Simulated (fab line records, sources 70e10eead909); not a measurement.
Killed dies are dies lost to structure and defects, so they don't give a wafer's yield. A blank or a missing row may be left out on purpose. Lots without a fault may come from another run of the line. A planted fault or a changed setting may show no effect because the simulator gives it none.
A struck lot beside a sound one | flow nand_harc | 12 steps out of a route of 1302
Sound: wafers L449.1, L449.3, L449.4. Struck: wafers L461.1, L461.2, L461.5. The cause comes at the end.
At each step with rows: each side's tool, then ch and its chambers, then its first start. Under that, the readings that differ: sound wafers | struck wafers | difference of the means | sigmas: that difference in standard deviations of wafers without a fault.
alike: readings whose means differ by less than 2 such deviations, and words and numbers that are the same on both sides. not compared: withheld readings, readings that some wafer has no value for, bounds like >300 that may hide the same value, and numbers for which the record gives no deviation and whose values overlap.
The two part at a step that has a row with sigmas, a row that says differs or no value, or rows on one side only. Numbers that don't overlap but have no deviation are shown without sigmas and don't part them. A reading that every wafer of one side lacks parts them only if that side has two wafers or more.

NHARC_A_SLIT_ETCH_29: etches the open film in CF4/O2, target depth 100 nm, overetch 10 nm, time 55 s.
  sound on rie_diel-01 ch 1,2,3, day 21 13:49; struck on rie_diel-08 ch 0,1,3, day 27 01:04
  alike: bias_w, cf4_flow_sccm, chamber_pressure_mTorr, drypump_motor_current_A, oes_product_au, rf_vpp_V, showerhead_plenum_p_Torr, throttle_valve_pct
  not compared: rf_hours_counter_h
NHARC_A_SLIT_STRIP_18: strips in O2.
  sound on rie_diel-01 ch 0,2,3; struck on rie_diel-08 ch 0,1,3
  alike: chamber_pressure_mTorr, drypump_motor_current_A, oes_product_au, rf_vpp_V, showerhead_plenum_p_Torr, throttle_valve_pct
  not compared: rf_hours_counter_h
then, 2 steps without rows for these wafers: NHARC_A_SLIT_PRECLEAN_19 (cleans in SC1); NHARC_A_SLIT_SRD_20.
NHARC_A_SLIT_CD_MEAS_21:
  sound on cd_sem-03, day 21 14:21; struck on cd_sem-02, day 27 01:36
  reading    | sound             | struck            | difference | sigmas
  cd_nm (nm) | 289.5 290.3 290.3 | 287.8 287.7 288.6 | -2.0       | -2
then, 3 steps without rows for these wafers: NHARC_A_SIN_REMOVE_WET_00 (chemistry H3PO4, time 15300 s); NHARC_A_SIN_REMOVE_PRECLEAN_01 (cleans in SC1); NHARC_A_SIN_REMOVE_SRD_02.
NHARC_A_SIN_REMOVE_INSPECT_04:
  sound on defect_inspect-01, day 21 21:52; struck on defect_inspect-01, day 27 07:48
  alike: raw_defect_count
NHARC_A_WL_FILL_ALD_00: deposits Al2O3, target thk 3 nm, pulse time 3 s, ald cycles 30.
  sound on ald_hk-03 ch 1,2,3, day 21 21:56; struck on ald_hk-02 ch 0,3, day 27 07:53
  alike: heater_power_outer_w, heater_power_w, precursor_pulse_height_rel
NHARC_A_WL_FILL_RTA_01: time 5 s.
  sound on rtp_anneal-02 ch 0, day 21 22:11; struck on rtp_anneal-02 ch 0, day 27 08:07
  alike: anneal_temp_c_max, lamp_power_pct, lamp_zone_3_pct, wafer_temp_C_max
NHARC_A_WL_FILL_ALD_02: deposits TiN, target thk 2 nm, pulse time 3 s, ald cycles 100.
  sound on ald_metal-03 ch 0,1,3, day 21 22:25; struck on ald_metal-01 ch 0,1,2, day 27 08:20
  no value came back on the struck wafers for ald_cycles, heater_power_outer_w (W), heater_power_w (W), precursor_pulse_height_rel; on the sound wafers ald_cycles reads 100 100 100

WHERE THEY PART
First at NHARC_A_SLIT_CD_MEAS_21; last, within this record, at NHARC_A_WL_FILL_ALD_02.

WHY: what the simulator had put in
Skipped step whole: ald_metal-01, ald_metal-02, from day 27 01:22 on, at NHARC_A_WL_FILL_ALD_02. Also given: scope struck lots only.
